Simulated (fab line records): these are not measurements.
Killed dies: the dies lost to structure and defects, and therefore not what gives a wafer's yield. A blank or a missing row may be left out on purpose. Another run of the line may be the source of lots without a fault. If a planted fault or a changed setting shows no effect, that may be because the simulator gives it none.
A lot that was struck, set against a sound lot || flow n5 finfet || 37 out of 1938 route steps
Sound: wafers L509.1, L509.3, L509.5. Struck: wafers L498.1, L498.3, L498.5. Last of all comes the cause.
At each step with rows: each side's tool, then ch and its chambers, then its first start. Under that, the readings that differ: sound wafers || struck wafers || difference of the means || sigmas: that difference in standard deviations of wafers without a fault.
alike: a reading whose means differ by less than 2 such deviations, as well as words and numbers matching on both sides. not compared: withheld readings; readings where some wafer has no value; bounds like >300 that might hide an equal value; numbers whose values overlap and for which the record gives no deviation.
Wherever a step has rows on one side only, a row that says differs or no value, or a row with sigmas, the two part there. Non-overlapping numbers with no deviation appear without sigmas and do not part them. Lack of a reading on every wafer of one side parts them only where that side has two or more wafers.

first, 9 steps without rows for these wafers: N5_BEOL_M4_ANNEAL_95 (time 240 s); N5_BEOL_M4_SPUTTER_96 (material Cu, target thk 4.5 nm, time 8.29 s); N5_BEOL_M4_ECD_50 (material Cu, target thk 300 nm); N5_BEOL_M4_ANNEAL_51 (time 90 s); N5_BEOL_M4_CMP_52 (polishes, stops on SiOC, t overpolish 6.8 s, target thk 40 nm); N5_BEOL_M4_PRE_CLEAN_60 (time 15 s); N5_BEOL_M4_CO_CAP_55 (material Co, precursor CCTBA/H2, target thk 2 nm, time 102.1 s); N5_BEOL_M4_PRE_CLEAN_56 (time 15 s); N5_BEOL_M4_DEP_57 (deposits SiCN from 3MS/NH3, target thk 8 nm, time 14 s).
N5_BEOL_M4_RC_MEAS_101:
  sound on prober-01 ch 0, day 14 05:09; struck on prober-02 ch 0, day 12 18:19
{"reading": "DIBL_N (mV/V)", "sound": "35.4 35.0 36.1", "struck": "39.6 42.2 41.9", "difference": "+5.7", "sigmas": "+2"}
{"reading": "IOFF_N (nA/um)", "sound": "0.13 0.13 0.15", "struck": "0.20 0.27 0.26", "difference": "+0.11", "sigmas": "+2"}
  alike: DIBL_P, IOFF_P, ION_N, ION_P, SS_N, SS_P, VT_N, VT_P
then, 24 steps without rows for these wafers: N5_BEOL_M5_ILD_DEP_00 (deposits SiCOH lowk from DEMS/porogen, target thk 140.64 nm, time 25.9 s); N5_BEOL_M5_CURE_79 (cures SiCOH lowk, time 240 s); N5_BEOL_M5_PECVD_70 (deposits SiO2 from TEOS/O2, target thk 16 nm, time 18 s); N5_BEOL_M5_HM_DEP_02 (deposits TiN, target thk 20 nm); N5_BEOL_M5_COAT_59 (time 60 s, resist thk 60 nm); N5_BEOL_M5_COAT_60 (time 60 s, resist thk 12 nm); N5_BEOL_M5_COAT_71 (time 60 s, resist thk 5 nm); N5_BEOL_M5_COAT_05 (resist thk 30 nm); N5_BEOL_M5_EBR_07; N5_BEOL_M5_SOFTBAKE_06 (time 60 s); N5_BEOL_M5_EXPOSE_08 (exposes mask M5, target cd 28 nm); N5_BEOL_M5_PEB_09 (peb time 60 s); N5_BEOL_M5_DEVELOP_10 (develop time 30 s); N5_BEOL_M5_DESCUM_16 (chemistry O2, time 7 s); N5_BEOL_M5_ETCH_72 (etches underlayer in N2/H2, target depth 6.5 nm, time 5.2 s); N5_BEOL_M5_ETCH_61 (etches SiARC in CF4, target depth 15.6 nm, time 26 s); N5_BEOL_M5_ETCH_62 (etches SOC in N2/H2, target depth 75 nm, overetch 15 nm, time 112.5 s); N5_BEOL_M5_STRIP_63 (strips in N2/H2); N5_BEOL_M5_STRIP_73 (strips in N2/H2); N5_BEOL_M5_STRIP_64 (strips in CF4); N5_BEOL_M5_HM_OPEN_17 (chemistry Cl2/BCl3, target TiN, target depth 20 nm, overetch 6 nm); N5_BEOL_M5_STRIP_19 (strips in O2); N5_BEOL_M5_COAT_65 (time 60 s, resist thk 60 nm); N5_BEOL_M5_COAT_66 (time 60 s, resist thk 12 nm).
N5_BEOL_M8_STRIP_36: strips in N2/H2.
  sound on rie diel-04 ch 1,2,3, day 15 16:59; struck on rie diel-01 ch 0,1, day 14 02:41
  no value came back on the struck wafers for any of 8 readings (bias power w (W), chamber pressure mTorr (mTorr) and others); on the sound wafers bias power w (W) reads 7.002 7.038 7.020
{"reading": "model.SOC_of_BEOL_M8_COAT_63.thk nm (nm)", "sound": "0 0 0", "struck": "54.4 54.2 54.2", "difference": "+54.3", "sigmas": ""}
  not compared: rf hours counter h
N5_BEOL_M8_ETCH_41: etches SiCN in CH3F/O2, target depth 31.9 nm, time 57.8 s.
  sound on rie diel-04 ch 1,2,3; struck on rie diel-01 ch 0,1, day 14 02:46
{"reading": "throttle valve pct (%)", "sound": "16.11 16.43 15.83", "struck": "16.39 16.55 16.56", "difference": "+0.38", "sigmas": "+2"}
{"reading": "model.SOC_of_BEOL_M8_COAT_63.thk nm (nm)", "sound": "0 0 0", "struck": "36.4 36.2 36.2", "difference": "+36.3", "sigmas": ""}
  alike: drypump motor current A, oes product au, rf vpp V, showerhead plenum p Torr
  not compared: rf hours counter h
-- record jumps: 3 days separate the struck wafers' starts on either side; left off in module BEOL_M8, taken up again in module PASSIVATION, whose first shown step is the route's number 1936 --
N5_PASSIVATION_PROBE_49:
  sound: prober-02 at day 18 14:25; struck: prober-02 at day 17 07:09
{"reading": "defect limited yield (%)", "sound": 92.9, "struck": "0 0 0", "difference": -93, "sigmas": -66}
{"reading": "killed_at_M4_up", "sound": 14, "struck": "1099 1110 1095", "difference": "+1087", "sigmas": "+99 or more"}
{"reading": "killed dies", "sound": 84, "struck": "1180 1180 1180", "difference": "+1096", "sigmas": "+64"}
{"reading": "killed on rim", "sound": 11, "struck": "152 152 152", "difference": "+141", "sigmas": "+36"}
{"reading": "sort_bin_5_function (%)", "sound": 3.8, "struck": "97.3 97.0 96.9", "difference": "+93.3", "sigmas": "+93"}
{"reading": "sort n pass", "sound": 1096, "struck": "0 0 0", "difference": -1096, "sigmas": -58}
{"reading": "sort yield pct (%)", "sound": 92.9, "struck": "0 0 0", "difference": -93, "sigmas": -58}
  alike: killed_at_M0_to_M3, killed at contacts, killed at front end, killed at other, killed open, killed short, sort_bin_6_memory

WHERE THEY PART
Earliest at N5_BEOL_M4_RC_MEAS_101; latest, in this record, at N5_PASSIVATION_PROBE_49.

WHY: what the simulator had put in
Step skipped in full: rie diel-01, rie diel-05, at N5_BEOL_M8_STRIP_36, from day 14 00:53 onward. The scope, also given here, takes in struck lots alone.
